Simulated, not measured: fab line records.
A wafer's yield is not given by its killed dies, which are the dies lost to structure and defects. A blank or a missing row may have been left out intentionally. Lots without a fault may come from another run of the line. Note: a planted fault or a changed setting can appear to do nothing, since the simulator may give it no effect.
Which tool did it?    flow n5 finfet    24 lots with 72 wafers sampled at 4 steps, on a route of 1938 steps

WHAT THE GAUGES READ, wafer by wafer
N5_FIN_SAQP_THK_MEAS_05. Usual: 38.0 nm for thk nm, sd 0.53.
lot   measured     on             thk nm (nm)     flag
L074  day 1 22:38  film metro-02  37.1 38.0 38.2  
L075  day 2 04:00  film metro-02  38.4 38.1 38.3  
L076  day 2 09:09  film metro-02  38.4 38.8 38.7  
L077  day 2 15:41  film metro-02  37.9 37.8 39.3  
L078  day 2 21:17  film metro-02  37.6 37.5 38.4  
L079  day 3 03:37  film metro-01  36.9 37.7 38.6  
L080  day 3 09:41  film metro-01  38.0 37.9 38.5  
L081  day 3 15:52  film metro-02  38.0 38.3 38.7  
L082  day 3 21:09  film metro-01  38.5 38.3 38.3  
L083  day 4 03:43  film metro-01  38.5 38.8 38.1  
L084  day 4 09:24  film metro-02  37.9 37.7 38.2  
L085  day 4 17:19  film metro-01  38.0 37.6 38.3  
L086  day 4 21:34  film metro-02  37.9 37.9 39.1  
L087  day 5 03:08  film metro-02  37.4 37.3 37.9  
L088  day 5 09:31  film metro-02  37.6 37.4 38.3  
L089  day 5 14:49  film metro-02  37.2 38.0 38.5  
L090  day 5 20:47  film metro-01  36.9 38.2 37.7  
L091  day 6 05:06  film metro-01  38.5 38.4 38.1  
L092  day 6 10:49  film metro-01  37.3 37.7 38.6  
L093  day 6 17:37  film metro-02  38.8 37.5 38.7  
L094  day 6 21:12  film metro-02  37.6 37.5 38.1  
L095  day 7 03:28  film metro-01  37.2 37.4 38.1  
L096  day 7 10:17  film metro-02  37.2 37.4 38.1  
L097  day 7 15:32  film metro-01  37.9 36.9 37.9  

EACH LOT AND THE TOOL THAT RAN IT (in order: tool; ch and the chambers of the sampled wafers; start)
lot   N5_WELL_APT_RTA_34               N5_PMOS_HMC_CHANNEL_EPI_DESCUM_14  N5_PMOS_HMC_CHANNEL_EPI_EPI_26
L074  rtp anneal-02 ch 0, day 1 16:39  rie diel-01 ch 0,1,3, day 1 18:31  epi rpcvd-04 ch 0, day 1 20:54
L075  rtp anneal-02 ch 0, day 1 22:45  rie diel-01 ch 1,2,3, day 2 00:29  epi rpcvd-01 ch 0, day 2 03:00
L076  rtp anneal-02 ch 0, day 2 03:59  rie diel-04 ch 1,3, day 2 05:44    epi rpcvd-03 ch 0, day 2 08:10
L077  rtp anneal-01 ch 0, day 2 10:29  rie diel-04 ch 1,2,3, day 2 12:07  epi rpcvd-03 ch 0, day 2 14:32
L078  rtp anneal-01 ch 0, day 2 15:49  rie diel-03 ch 1,2,3, day 2 17:45  epi rpcvd-01 ch 0, day 2 20:08
L079  rtp anneal-01 ch 0, day 2 22:30  rie diel-04 ch 1,2, day 3 00:11    epi rpcvd-04 ch 0, day 3 02:33
L080  rtp anneal-02 ch 0, day 3 04:15  rie diel-04 ch 0,2,3, day 3 06:18  epi rpcvd-03 ch 0, day 3 08:43
L081  rtp anneal-02 ch 0, day 3 10:22  rie diel-01 ch 0,1,3, day 3 12:28  epi rpcvd-01 ch 0, day 3 14:55
L082  rtp anneal-02 ch 0, day 3 16:04  rie diel-04 ch 0,1,2, day 3 17:41  epi rpcvd-03 ch 0, day 3 20:04
L083  rtp anneal-02 ch 0, day 3 23:05  rie diel-04 ch 2,3, day 4 00:21    epi rpcvd-01 ch 0, day 4 02:52
L084  rtp anneal-01 ch 0, day 4 03:56  rie diel-03 ch 0,1,2, day 4 05:26  epi rpcvd-01 ch 0, day 4 08:16
L085  rtp anneal-02 ch 0, day 4 09:47  rie diel-01 ch 0,3, day 4 11:20    epi rpcvd-04 ch 0, day 4 14:22
L086  rtp anneal-02 ch 0, day 4 15:53  rie diel-01 ch 0,1,2, day 4 17:16  epi rpcvd-01 ch 0, day 4 20:37
L087  rtp anneal-01 ch 0, day 4 22:13  rie diel-01 ch 2,3, day 4 23:46    epi rpcvd-03 ch 0, day 5 02:11
L088  rtp anneal-02 ch 0, day 5 04:44  rie diel-01 ch 1,2,3, day 5 06:08  epi rpcvd-01 ch 0, day 5 08:30
L089  rtp anneal-02 ch 0, day 5 10:08  rie diel-03 ch 0,1, day 5 11:22    epi rpcvd-01 ch 0, day 5 13:50
L090  rtp anneal-02 ch 0, day 5 15:55  rie diel-01 ch 1,2,3, day 5 17:13  epi rpcvd-03 ch 0, day 5 19:41
L091  rtp anneal-02 ch 0, day 5 22:17  rie diel-01 ch 2,3, day 6 00:03    epi rpcvd-01 ch 0, day 6 04:08
L092  rtp anneal-02 ch 0, day 6 04:25  rie diel-03 ch 2,3, day 6 05:42    epi rpcvd-03 ch 0, day 6 09:43
L093  rtp anneal-02 ch 0, day 6 09:47  rie diel-01 ch 1,2,3, day 6 11:13  epi rpcvd-03 ch 0, day 6 16:10
L094  rtp anneal-02 ch 0, day 6 16:08  rie diel-03 ch 0,1,3, day 6 17:44  epi rpcvd-03 ch 0, day 6 20:10
L095  rtp anneal-02 ch 0, day 6 21:50  rie diel-03 ch 0,3, day 6 23:35    epi rpcvd-04 ch 0, day 7 01:58
L096  rtp anneal-02 ch 0, day 7 03:51  rie diel-01 ch 1,3, day 7 05:16    epi rpcvd-01 ch 0, day 7 09:17
L097  rtp anneal-01 ch 0, day 7 09:44  rie diel-04 ch 0,1, day 7 11:11    epi rpcvd-01 ch 0, day 7 14:32
- N5_WELL_APT_RTA_34: time 10 s.
- N5_PMOS_HMC_CHANNEL_EPI_DESCUM_14: chemistry O2, time 7.9 s.
- N5_PMOS_HMC_CHANNEL_EPI_EPI_26: deposits Si from SiH4/H2, target thk 3.8 nm, time 22.7 s.

AS READ BY THE TOOLS THEMSELVES (means over the sampled wafers that have a number; for cases with no such wafer, the mark the record gives instead)
N5_WELL_APT_RTA_34. Usual: lamp power pct 13.01 %, standard deviation 0.05; lamp_zone_2_pct 12.996 %, standard deviation 0.03; wafer_temp_C_max 1003.6, standard deviation 1.1.
lot   tool           lamp power pct (%)  lamp_zone_2_pct (%)  wafer_temp_C_max  flag
L074  rtp anneal-02  13.00               13.010               1003.3            
L075  rtp anneal-02  12.96               13.031               1004.6            
L076  rtp anneal-02  13.02               12.997               1002.9            
L077  rtp anneal-01  12.99               12.971               1002.8            
L078  rtp anneal-01  13.01               13.005               1003.7            
L079  rtp anneal-01  13.09               12.997               1002.5            
L080  rtp anneal-02  13.02               12.995               1004.5            
L081  rtp anneal-02  12.97               13.005               1003.2            
L082  rtp anneal-02  13.00               13.007               1003.7            
L083  rtp anneal-02  12.96               13.014               1003.7            
L084  rtp anneal-01  13.02               12.997               1004.7            
L085  rtp anneal-02  13.04               13.019               1004.4            
L086  rtp anneal-02  13.01               13.002               1003.8            
L087  rtp anneal-01  12.98               12.981               1003.7            
L088  rtp anneal-02  12.98               12.964               1003.0            
L089  rtp anneal-02  13.01               13.013               1003.0            
L090  rtp anneal-02  13.05               12.990               1003.5            
L091  rtp anneal-02  13.02               13.016               1003.4            
L092  rtp anneal-02  12.98               12.977               1004.1            
L093  rtp anneal-02  13.03               13.000               1003.8            
L094  rtp anneal-02  12.98               12.991               1003.4            
L095  rtp anneal-02  13.02               13.001               1002.3            
L096  rtp anneal-02  13.02               12.986               1003.5            
L097  rtp anneal-01  12.95               12.991               1004.3            

N5_PMOS_HMC_CHANNEL_EPI_DESCUM_14. Usual: drypump motor current A 5.8 A, standard deviation 0.32; oes product au 0.81 a.u., standard deviation 0.07; rf vpp V 243.1 V, standard deviation 1.4; showerhead plenum p Torr 2.10 Torr, standard deviation 0.074; throttle valve pct 20.42 %, standard deviation 0.21.
lot   tool         drypump motor current A (A)  oes product au (a.u.)  rf vpp V (V)  showerhead plenum p Torr (Torr)  throttle valve pct (%)  flag
L074  rie diel-01  5.8                          0.84                   242.6         2.07                             20.41                   
L075  rie diel-01  6.0                          0.78                   242.6         2.08                             20.50                   
L076  rie diel-04  5.2                          0.88                   243.1         2.10                             20.02                   
L077  rie diel-04  5.6                          0.84                   242.3         2.07                             20.18                   
L078  rie diel-03  5.6                          0.80                   242.8         2.13                             20.39                   
L079  rie diel-04  5.8                          0.88                   242.5         2.05                             20.36                   
L080  rie diel-04  5.6                          0.81                   244.2         2.08                             20.29                   
L081  rie diel-01  5.8                          0.82                   242.2         2.07                             20.41                   
L082  rie diel-04  5.8                          0.84                   242.1         2.07                             20.45                   
L083  rie diel-04  5.3                          0.79                   242.2         2.06                             20.07                   
L084  rie diel-03  5.6                          0.85                   243.7         2.17                             20.42                   
L085  rie diel-01  5.7                          0.83                   242.3         2.05                             20.35                   
L086  rie diel-01  6.0                          0.80                   242.7         2.12                             20.46                   
L087  rie diel-01  6.2                          0.77                   243.8         2.13                             20.45                   
L088  rie diel-01  6.0                          0.75                   243.8         2.07                             20.52                   
L089  rie diel-03  5.6                          0.89                   244.8         2.18                             20.41                   
L090  rie diel-01  6.0                          0.76                   243.0         2.07                             20.53                   
L091  rie diel-01  6.1                          0.76                   243.9         2.13                             20.46                   
L092  rie diel-03  5.8                          0.73                   243.5         2.11                             20.59                   
L093  rie diel-01  6.0                          0.76                   242.0         2.07                             20.54                   
L094  rie diel-03  5.7                          0.81                   243.8         2.13                             20.42                   
L095  rie diel-03  5.8                          0.77                   243.7         2.12                             20.56                   
L096  rie diel-01  5.8                          0.75                   242.2         2.00                             20.53                   
L097  rie diel-04  5.7                          0.84                   242.8         2.12                             20.53                   

N5_PMOS_HMC_CHANNEL_EPI_EPI_26. Usual: susceptor_temp_C_max 651.8, standard deviation 0.5; throttle valve pct 11.2 %, standard deviation 0.3.
lot   tool          susceptor_temp_C_max  throttle valve pct (%)  flag
L074  epi rpcvd-04  651.4                 10.9                    
L075  epi rpcvd-01  651.3                 11.1                    
L076  epi rpcvd-03  651.7                 11.5                    
L077  epi rpcvd-03  652.4                 11.4                    
L078  epi rpcvd-01  651.8                 11.0                    
L079  epi rpcvd-04  651.0                 11.0                    
L080  epi rpcvd-03  651.9                 11.4                    
L081  epi rpcvd-01  652.0                 11.0                    
L082  epi rpcvd-03  651.9                 11.4                    
L083  epi rpcvd-01  651.3                 10.8                    
L084  epi rpcvd-01  651.9                 11.1                    
L085  epi rpcvd-04  651.4                 10.9                    
L086  epi rpcvd-01  651.8                 11.0                    
L087  epi rpcvd-03  651.7                 11.6                    
L088  epi rpcvd-01  652.7                 10.9                    
L089  epi rpcvd-01  651.9                 11.1                    
L090  epi rpcvd-03  652.2                 11.6                    
L091  epi rpcvd-01  651.6                 11.1                    
L092  epi rpcvd-03  651.7                 11.6                    
L093  epi rpcvd-03  652.0                 11.5                    
L094  epi rpcvd-03  652.3                 11.6                    
L095  epi rpcvd-04  651.1                 11.0                    
L096  epi rpcvd-01  652.4                 11.0                    
L097  epi rpcvd-01  651.7                 11.0                    

THE ANSWER, worked out from the rows above alone
Rule: a lot is off if the mean of its wafers that have a number lies more than 3 standard deviations from the usual mean. Also off: a lot with no number at a reading for which 4 or more lots have one. The other lots that the step has rows for count as sound. After the gauges, taken in route order, come the tools' own readings; for these a lot's mean is taken, as printed above. The first step at which some lot is off is used, and at that step the reading that is off furthest; a lot without a number counts as furthest.
Across all readings shown, no lot is off: no conclusion can be drawn from this.

WHAT THE SIMULATOR PUT IN
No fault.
